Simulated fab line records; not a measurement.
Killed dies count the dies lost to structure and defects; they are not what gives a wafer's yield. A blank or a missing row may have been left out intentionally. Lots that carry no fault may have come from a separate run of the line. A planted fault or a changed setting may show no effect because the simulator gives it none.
Split-lot experiment ; flow n5-finfet ; 7 lots, 21 wafers read, on a route of 1938 steps

## THE SPLIT ITSELF
At N5_GATE_CUT_COAT_27 (time 60 s, resist thk 10 nm), the setting spin-rpm was moved away from the recipe's 1500 rpm on 3 of the 21 wafers read, by -9.5% to +10.1%. This setting was run at the recipe's value on the other wafers.

## FROM THE SPLIT TO THE READING: what the file shows between them, 4 steps
- N5_GATE_CUT_COAT_07: resist thk 30 nm
- N5_GATE_CUT_EBR_09
- N5_GATE_CUT_DESCUM_18: chemistry O2, time 7 s
- N5_GATE_CUT_ETCH_28: etches underlayer in N2/H2, target depth 13 nm, time 10.4 s

## THE READING
CAR-EUV_of_GATE_CUT_COAT_07.thk-nm (the simulator's own value, which no gauge read), in nm, at N5_GATE_CUT_ETCH_36 (etches SiARC in CF4, target depth 13 nm, time 21.7 s). The file gives no usual value for it. The 18 wafers here that ran the recipe average 7.0 nm, standard deviation 0.083 nm.

wafer;tool, chamber at the split;spin-rpm as run, rpm;against the recipe;CAR-EUV_of_GATE_CUT_COAT_07.thk-nm, nm;against lot-mates on the recipe
L074.1;litho-track-02, 0;1500;recipe;7;-
L074.4;litho-track-02, 0;1500;recipe;7;-
L074.6;litho-track-02, 0;1500;recipe;7;-
L075.1;litho-track-02, 0;1500;recipe;7;-
L075.3;litho-track-02, 0;1500;recipe;7;-
L075.6;litho-track-02, 0;1357;-9.5%;6.4;-0.6
L077.4;litho-track-02, 0;1500;recipe;7;-
L077.5;litho-track-02, 0;1500;recipe;7;-
L077.6;litho-track-02, 0;1500;recipe;7;-
L079.3;litho-track-05, 0;1500;recipe;6.8;-
L079.4;litho-track-05, 0;1500;recipe;6.8;-
L079.5;litho-track-05, 0;1500;recipe;7;-
L084.1;litho-track-05, 0;1500;recipe;6.8;-
L084.6;litho-track-05, 0;1500;recipe;6.8;-
L084.4;litho-track-05, 0;1500;recipe;7;-
L089.3;litho-track-02, 0;1500;recipe;7;-
L089.4;litho-track-02, 0;1652;+10.1%;7.6;+0.6
L089.5;litho-track-02, 0;1652;+10.1%;7.6;+0.6
L091.1;litho-track-02, 0;1500;recipe;7;-
L091.2;litho-track-02, 0;1500;recipe;7;-
L091.6;litho-track-02, 0;1500;recipe;7;-

FIT RESULTS
A straight line over all 21 wafers: CAR-EUV_of_GATE_CUT_COAT_07.thk-nm changes by +0.0618 nm for each +1% of spin-rpm; r = +0.95; the points scatter about the line by 0.081 nm.
The same after taking each lot's own level away (the mean of its wafers on the recipe; 21 wafers): +0.0604 nm for each +1%; r = +0.98; scatter 0.053 nm.
The reading moves by 0.61 nm for the largest change in spin-rpm, on that fit.
From 6.87 to 7.00 nm: that is the span of the lots' own levels, equal to 1.6 times the standard deviation above.
Consequently the slope shifts little with the lot-to-lot level, the two slopes agreeing.
Check: for one of the wafers moved furthest among these (+10.1%), held out of the fit, the line's prediction against its lot-mates is +0.616 nm. Against them it came out at +0.6 nm.

## THE WHOLE CHAIN: every reading that the file lists as answering this split, in the file's order
step;what it does;reading;change (the file's fit);r (the file's)
N5_GATE_CUT_COAT_27;time 60 s, resist thk 10 nm;underlayer_of_GATE_CUT_COAT_27.thk-nm (the simulator's own value, which no gauge read);-0.0505 nm for each +1% of the setting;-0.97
N5_GATE_CUT_ETCH_28;etches underlayer in N2/H2, target depth 13 nm, time 10.4 s;etch-rf-on-time-s;withheld for each +1% of the setting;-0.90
N5_GATE_CUT_ETCH_28;etches underlayer in N2/H2, target depth 13 nm, time 10.4 s;etch.depth-nm (the simulator's own value, which no gauge read);-0.0526 nm for each +1% of the setting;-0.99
N5_GATE_CUT_ETCH_28;etches underlayer in N2/H2, target depth 13 nm, time 10.4 s;CAR-EUV_of_GATE_CUT_COAT_07.thk-nm (the simulator's own value, which no gauge read);+0.0659 nm for each +1% of the setting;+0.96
N5_GATE_CUT_ETCH_36;etches SiARC in CF4, target depth 13 nm, time 21.7 s;CAR-EUV_of_GATE_CUT_COAT_07.thk-nm (the simulator's own value, which no gauge read);+0.061 nm for each +1% of the setting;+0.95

## FILE'S OWN FIT
CAR-EUV_of_GATE_CUT_COAT_07.thk-nm changes by +0.061 nm for each +1% of spin-rpm, r = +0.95.
